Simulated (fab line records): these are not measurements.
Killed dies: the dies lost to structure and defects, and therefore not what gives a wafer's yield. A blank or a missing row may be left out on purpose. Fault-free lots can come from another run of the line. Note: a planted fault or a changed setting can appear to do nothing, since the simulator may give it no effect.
fab line records ; flow n5Finfet
[record] lots = 7; wafers = 21
route steps=1938 shown PASSIVATION@1931
startH: the number of hours between the record's first day and the start of the first shown wafer of the lot ; waitH: hours from the lot's prior step to this one ; " identical to the entry in the row above ; L1.1+2: several wafers, shown together as one row ; - no value, or no start was given ; * or withheld: withheld ; < > ~ a bound
route shown NAME@n: NAME is a module with steps in the file, n the number in the route of the first one ; usual: mean/standard deviation of fault-free wafers ; same: alike in all rows ; chamber/n: place in a boat ; sites: per-site readings ; _std_site: their standard deviation ; _edge_site: the outer-site mean with the inner-site mean subtracted ; radiusMm: for every site, how far away it sits from the centre of the wafer ; mask NAME#n: copy n ; behind: the last tool/chamber to shape the wafer ; hold: the reason the lot was held/the length of the hold in hours/how it ended ; device: the n, p or np transistor that did not switch ; end of line: the same wafers' tests at the end of the route ; a step without rows: its recipe alone ; killed: dies that structure and defects cost at the first sort, which is not the same as the wafer's yield ; map: the dies of a wafer, with x for killed, . for not killed, _ for no die there
set.NAME: the setting as run; set.NAME@STEP: as run at that earlier step ; model.NAME: the simulator's own value behind a step, which no gauge read
lots with deliberately changed settings; one table per step, one row per wafer
[[steps]]
[step N5_PASSIVATION_STRIP_48]
[recipe] chemistry = O2; powerW = 600; tempC = 60; pressureMtorr = 30; rfFrequencyHz = 6e+07; biasPowerW = 0; overashFraction = 0.5; o2FlowSccm = 225
lot.wafer;tool;chamber;startH;waitH;set.tempC
L076.3+4+6;rieDiel-06;3,2,1;289.82;0.1;60
L080.1;rieDiel-05;3;306.29;0.1;57.5
L080.4+5;rieDiel-05;0,1;306.29;0.1;60
L079.2+4+6;rieDiel-04;1,0,3;313.64;0.1;60
L077.1+2+6;rieDiel-05;1,0,2;315.06;0.1;60
L081.2+3;rieDiel-06;0,3;320.47;0.1;60
L081.6;rieDiel-06;3;320.47;0.1;56.78
L084.2+4;rieDiel-05;2;337.26;0.1;57.75
L084.6;rieDiel-05;3;337.26;0.1;60
L085.1+3;rieDiel-05;2,3;348.44;0.1;61.74
L085.6;rieDiel-05;1;348.44;0.1;60
[step N5_PASSIVATION_STRIP_52]
[recipe] chemistry = postEtchResidueRemover; timeS = 1200; tempC = 72.5
[step N5_PASSIVATION_CLEAN_71]
[recipe] chemistry = IPA; timeS = 180; tempC = 25
[step N5_PASSIVATION_SRD_72]
[recipe] dry = ipaMarangoni; timeS = 30; tempC = 23; rinseLiquid = diw
[step N5_PASSIVATION_ANNEAL_56]
[recipe] tempC = 400; timeS = 1800; ambient = FGA; idleTempC = 300; rampUpCPerMin = 5; rampDownCPerMin = 3
[step N5_PASSIVATION_PROBE_49]
[usual] defectLimitedYield = 91.6/1.2; killed_at_M0_to_M3 = 33/9.4; killed_at_M4_up = 13/5.2; killedAtContacts = 13/5.6; killedAtFrontEnd = 37/9.5; killedAtOther = 4/3.1; killedDies = 99/15; killedOpen = 65/11; killedShort = 32/7.5; sort_bin_4_leakage = 0/0; sort_bin_5_function = 4.9/0.77; sort_bin_6_memory = 3.1/0.65; sort_bin_8_speed = 0.01/0.056; sortNPass = 1081/15; sortYieldPct = 91.6/1.2
[same] grossDies = 1180; killedAtBackSide = 0
lot.wafer;tool;chamber;startH;waitH;set.cf4FlowSccm@PASSIVATION_PASS_ETCH_74;defectLimitedYield[%];killed_at_M0_to_M3;killed_at_M4_up;killedAtContacts;killedAtFrontEnd;killedAtOther;killedDies;killedOpen;killedShort;sort_bin_4_leakage[%];sort_bin_5_function[%];sort_bin_6_memory[%];sort_bin_8_speed[%];sortNPass;sortYieldPct[%]
L076.3;prober-01;-;292.41;0.1;100;91.1;28;12;16;48;1;105;79;25;0;4.9;3.9;0;1075;91.1
L076.4;prober-01;-;292.46;0.2;82.37;82.4;31;11;125;36;5;208;63;37;12.97;13.5;3.6;69.41;0;0
L076.6;prober-01;-;292.56;0.3;82.37;90.1;31;17;21;44;4;117;79;36;0.42;5.8;3.8;89.66;0;0
L080.1;prober-01;-;309.26;0.0;93.07;91.9;31;8;21;35;1;96;76;20;0;5.0;3.1;0;1084;91.9
L080.4;prober-01;-;309.41;0.2;93.07;91.8;36;9;23;29;0;97;65;29;0;4.9;3.2;0;1083;91.8
L080.5;prober-01;-;309.46;0.2;100;92.2;26;14;18;32;2;92;56;35;0;4.2;3.1;0;1088;92.2
L079.2;prober-01;-;316.21;0.1;107.9;90.2;42;12;20;40;2;116;68;27;9.24;5.3;2.5;80.93;0;0
L079.4;prober-01;-;316.31;0.2;107.9;92.0;36;10;14;33;1;94;59;21;0;3.9;2.7;0.08;1085;91.9
L079.6;prober-01;-;316.41;0.3;100;42.9;33;13;12;35;581;674;54;25;3.22;3.6;2.7;39.66;0;0
L077.1;prober-02;-;317.59;0.0;100;92.0;33;8;13;35;5;94;62;32;0;5.2;2.1;0;1086;92.0
L077.2;prober-02;-;317.64;0.1;100;92.4;26;14;12;35;3;90;64;26;0;4.2;3.2;0;1090;92.4
L077.6;prober-02;-;317.84;0.3;100;90.8;21;13;22;48;4;108;77;30;0;5.8;3.2;0;1072;90.8
L081.2;prober-02;-;323.84;0.1;100;92.4;24;5;15;37;9;90;54;35;92.37;4.7;2.4;0;0;0
L081.3;prober-02;-;323.89;0.1;92.23;22.7;41;11;13;30;817;912;59;42;0;4.5;3.6;0;268;22.7
L081.6;prober-02;-;324.04;0.3;92.23;23.1;26;18;14;37;813;908;70;35;0;5.6;3.0;0;272;23.1
L084.2;prober-01;-;339.81;0.1;100;93.6;16;11;8;34;6;75;51;21;0;3.7;2.2;0;1105;93.6
L084.4;prober-01;-;339.91;0.2;100;91.1;30;10;16;37;12;105;62;37;0;5.3;2.6;0;1075;91.1
L084.6;prober-01;-;340.01;0.3;100;93.1;16;11;4;41;10;82;53;27;0;4.2;2.5;0;1098;93.1
L085.1;prober-02;-;350.93;0.0;100;89.5;46;13;31;28;6;124;76;41;73.22;5.8;3.8;0.34;188;15.9
L085.3;prober-02;-;351.03;0.1;100;92.0;31;21;8;32;2;94;62;29;0;4.8;3.0;0;1086;92.0
L085.6;prober-02;-;351.18;0.3;100;89.7;36;11;25;48;2;122;81;38;6.10;6.4;3.8;81.02;30;2.5
// killed by level:class
L076.3 STI_FIN_REVEAL:geometricParticle:open=17 MOL_CONTACT_COAG:geometricParticle:open=15 BEOL_M3:geometricParticle:open=8 DUMMY_GATE:geometricParticle:open=7 BEOL_M4:geometricParticle:open=7 BEOL_M0_SAQP:geometricParticle:open=6 FIN_SAQP:geometricParticle:open=5 FIN_SAQP:geometricParticle:short=4
L076.4 MOL_CONTACT_COAG:areaEtch=104 MOL_CONTACT_COAG:geometricParticle:open=17 FIN_SAQP:geometricParticle:short=11 BEOL_M2:geometricParticle:open=8 BEOL_M3:geometricParticle:open=8 FIN_SAQP:geometricParticle:open=5 STI_FIN_REVEAL:geometricParticle:open=5 BEOL_M0_SAQP:geometricParticle:open=5
L076.6 MOL_CONTACT_COAG:geometricParticle:open=17 FIN_SAQP:geometricParticle:short=11 BEOL_M3:geometricParticle:open=10 BEOL_M4:geometricParticle:open=10 DUMMY_GATE:geometricParticle:open=9 STI_FIN_REVEAL:geometricParticle:open=7 FIN_SAQP:geometricParticle:open=6 SPACER0:geometricParticle:short=5
L080.1 MOL_CONTACT_COAG:geometricParticle:open=18 BEOL_M3:geometricParticle:open=10 FIN_SAQP:geometricParticle:open=8 BEOL_M1:geometricParticle:open=8 STI_FIN_REVEAL:geometricParticle:open=7 BEOL_M2:geometricParticle:open=5 GATE_CUT:geometricParticle:short=4 BEOL_M5:geometricParticle:open=4
L080.4 MOL_CONTACT_COAG:geometricParticle:open=20 BEOL_M1:geometricParticle:open=12 BEOL_M3:geometricParticle:open=11 GATE_CUT:geometricParticle:short=6 BEOL_M0_SAQP:geometricParticle:open=5 STARTING-WAFER:geometricParticle:short=5 STI_FIN_REVEAL:geometricParticle:open=4 FIN_SAQP:geometricParticle:short=3
L080.5 MOL_CONTACT_COAG:geometricParticle:open=12 FIN_SAQP:geometricParticle:short=8 BEOL_M4:geometricParticle:open=8 BEOL_M0_SAQP:geometricParticle:short=7 STI_FIN_REVEAL:geometricParticle:open=6 MOL_CONTACT_COAG:geometricParticle:short=6 BEOL_M3:geometricParticle:open=6 FIN_SAQP:geometricParticle:open=3
L079.2 MOL_CONTACT_COAG:geometricParticle:open=18 BEOL_M0_SAQP:areaPeb=15 BEOL_M2:geometricParticle:open=11 FIN_SAQP:geometricParticle:short=8 BEOL_M4:geometricParticle:open=7 FIN_SAQP:geometricParticle:open=6 BEOL_M3:geometricParticle:open=6 HKMG_FIN:areaEtch=6
L079.4 BEOL_M0_SAQP:areaPeb=14 MOL_CONTACT_COAG:geometricParticle:open=12 STI_FIN_REVEAL:geometricParticle:open=8 BEOL_M2:geometricParticle:open=8 FIN_SAQP:geometricParticle:open=7 BEOL_M0_SAQP:geometricParticle:open=7 DUMMY_GATE:geometricParticle:open=4 STI_FIN_REVEAL:geometricParticle:short=3
L079.6 MIM_TOP:areaSputter=580 BEOL_M0_SAQP:areaPeb=14 MOL_CONTACT_COAG:geometricParticle:open=11 FIN_SAQP:geometricParticle:open=7 BEOL_M0_SAQP:geometricParticle:short=6 STARTING-WAFER:geometricParticle:short=6 FIN_SAQP:geometricParticle:short=4 BEOL_M0_SAQP:geometricParticle:open=4
L077.1 MOL_CONTACT_COAG:geometricParticle:open=11 BEOL_M1:geometricParticle:open=11 STI_FIN_REVEAL:geometricParticle:open=8 FIN_SAQP:geometricParticle:open=6 BEOL_M1:geometricParticle:short=6 FIN_SAQP:geometricParticle:short=5 GATE_CUT:geometricParticle:short=5 BEOL_M0:geometricParticle:open=4
L077.2 MOL_CONTACT_COAG:geometricParticle:open=10 DUMMY_GATE:geometricParticle:open=9 BEOL_M3:geometricParticle:open=7 BEOL_M4:geometricParticle:open=7 BEOL_M0_SAQP:geometricParticle:short=6 FIN_SAQP:geometricParticle:short=4 FIN_SAQP:geometricParticle:open=4 STARTING-WAFER:geometricParticle:short=4
L077.6 STI_FIN_REVEAL:geometricParticle:open=17 MOL_CONTACT_COAG:geometricParticle:open=17 FIN_SAQP:geometricParticle:open=8 BEOL_M3:geometricParticle:open=8 FIN_SAQP:geometricParticle:short=6 BEOL_M4:geometricParticle:open=6 MOL_CONTACT_COAG:geometricParticle:short=5 STARTING-WAFER:geometricParticle:open=4
L081.2 FIN_SAQP:geometricParticle:short=13 MOL_CONTACT_COAG:geometricParticle:open=12 FIN_SAQP:geometricParticle:open=8 BEOL_M1:geometricParticle:open=8 BEOL_M0_SAQP:geometricParticle:short=4 BEOL_M3:geometricParticle:open=4 STARTING-WAFER:geometricParticle:short=4 BEOL_M4:geometricParticle:open=3
L081.3 MIM_TOP:areaSputter=811 MOL_CONTACT_COAG:geometricParticle:open=11 BEOL_M0_SAQP:geometricParticle:short=10 FIN_SAQP:geometricParticle:short=9 BEOL_M1:geometricParticle:short=9 FIN_SAQP:geometricParticle:open=8 BEOL_M0:geometricParticle:open=7 BEOL_M3:geometricParticle:open=6
L081.6 MIM_TOP:areaSputter=803 MOL_CONTACT_COAG:geometricParticle:open=13 FIN_SAQP:geometricParticle:short=8 FIN_SAQP:geometricParticle:open=8 BEOL_M4:geometricParticle:open=8 BEOL_M2:geometricParticle:open=8 PASS1_CAP:geometricParticle:open=6 BEOL_M1:geometricParticle:short=6
L084.2 MOL_CONTACT_COAG:geometricParticle:open=8 FIN_SAQP:geometricParticle:open=7 STI_FIN_REVEAL:geometricParticle:open=6 BEOL_M0_SAQP:geometricParticle:short=5 BEOL_M4:geometricParticle:open=5 BEOL_M0_SAQP:geometricParticle:open=4 BEOL_M3:geometricParticle:open=4 BEOL_M6:geometricParticle:open=4
L084.4 MOL_CONTACT_COAG:geometricParticle:open=14 FIN_SAQP:geometricParticle:short=8 BEOL_M2:geometricParticle:open=8 BEOL_M3:geometricParticle:open=8 PAD_METAL:geometricParticle:short=6 ILD0:geometricParticle:short=6 BEOL_M0_SAQP:geometricParticle:open=6 STI_FIN_REVEAL:geometricParticle:open=5
L084.6 STI_FIN_REVEAL:geometricParticle:open=9 BEOL_M0_SAQP:geometricParticle:open=7 FIN_SAQP:geometricParticle:open=6 FIN_SAQP:geometricParticle:short=6 BEOL_M4:geometricParticle:open=6 PAD_METAL:geometricParticle:open=5 MOL_CONTACT_COAG:geometricParticle:open=4 STARTING-WAFER:geometricParticle:short=4
L085.1 MOL_CONTACT_COAG:geometricParticle:open=23 BEOL_M0_SAQP:geometricParticle:open=14 BEOL_M0_SAQP:geometricParticle:short=13 MOL_CONTACT_COAG:geometricParticle:short=8 BEOL_M0:geometricParticle:open=6 HKMG_FIN:areaEtch=6 FIN_SAQP:geometricParticle:short=5 BEOL_M1:geometricParticle:open=5
L085.3 BEOL_M4:geometricParticle:open=9 BEOL_M0_SAQP:geometricParticle:open=9 FIN_SAQP:geometricParticle:open=8 FIN_SAQP:geometricParticle:short=7 GATE_CUT:geometricParticle:short=6 MOL_CONTACT_COAG:geometricParticle:open=6 STARTING-WAFER:geometricParticle:open=5 BEOL_M1:geometricParticle:open=5
L085.6 MOL_CONTACT_COAG:geometricParticle:open=21 FIN_SAQP:geometricParticle:short=12 STI_FIN_REVEAL:geometricParticle:open=10 BEOL_M0_SAQP:geometricParticle:open=8 FIN_SAQP:geometricParticle:open=7 BEOL_M4:geometricParticle:open=6 BEOL_M1:geometricParticle:open=6 BEOL_M3:geometricParticle:open=6
[[key]]
[split] step = N5_PASSIVATION_STRIP_48; setting = tempC; stated = 60; by = wafer
response none clear
split outsideThisFile step=N5_PASSIVATION_PASS_ETCH_74 setting=cf4FlowSccm
// split outsideThisFile: this setting was split too, and the file shows its column; the key of that split is in another file
